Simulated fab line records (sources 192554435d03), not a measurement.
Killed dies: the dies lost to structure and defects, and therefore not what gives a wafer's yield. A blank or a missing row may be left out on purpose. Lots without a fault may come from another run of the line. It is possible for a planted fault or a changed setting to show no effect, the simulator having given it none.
Matching of chambers    flow n5_finfet    rie_si-06 running N5_DUMMY_GATE_ETCH_23: 4 sister chambers
The step etches poly-Si in HBr/Cl2/O2, target depth 41 nm, time 22.3 s. 4 wafers are shown with their chamber, then 8 later ones without.

WAFERS, EACH WITH ITS CHAMBER
wafer   chamber  drypump_motor_current_A (A)
L088.1  0        5.2
L088.5  1        6.2
L091.5  2        6.2
L092.1  3        6.3

WAFERS WITHOUT THEIR CHAMBER
wafer   drypump_motor_current_A (A)
L092.2  5.3
L092.5  5.2
L094.2  6.3
L094.3  6.1
L094.6  6.3
L095.2  6.1
L095.5  6.1
L095.6  6.3

WHICH CHAMBER EACH ONE RAN IN
wafer   from the rows above           in truth
L092.2  0                             0
L092.5  0                             0
L094.2  can't be placed: 3 or 1 or 2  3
L094.3  can't be placed: 1 or 2 or 3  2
L094.6  can't be placed: 3 or 1 or 2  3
L095.2  can't be placed: 1 or 2 or 3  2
L095.5  can't be placed: 1 or 2 or 3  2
L095.6  can't be placed: 3 or 1 or 2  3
Placed correctly: 2 of 8. Can't be placed from these rows: 6 (the true chamber is among the candidates in 6). 0 placed wrongly.
How it was worked out, from the rows above alone: a wafer's distance from a chamber is the root of the sum, over the readings, of the square of ((its reading less the chamber's mean) divided by the reading's scatter). If the next closest chamber is less than 2 further off than the closest, the wafer can't be placed; otherwise it belongs to the closest. A chamber's mean is the mean of its shown wafers. The scatter: root of mean squared gap, hidden wafer to nearest shown wafer, with one shown wafer a chamber.
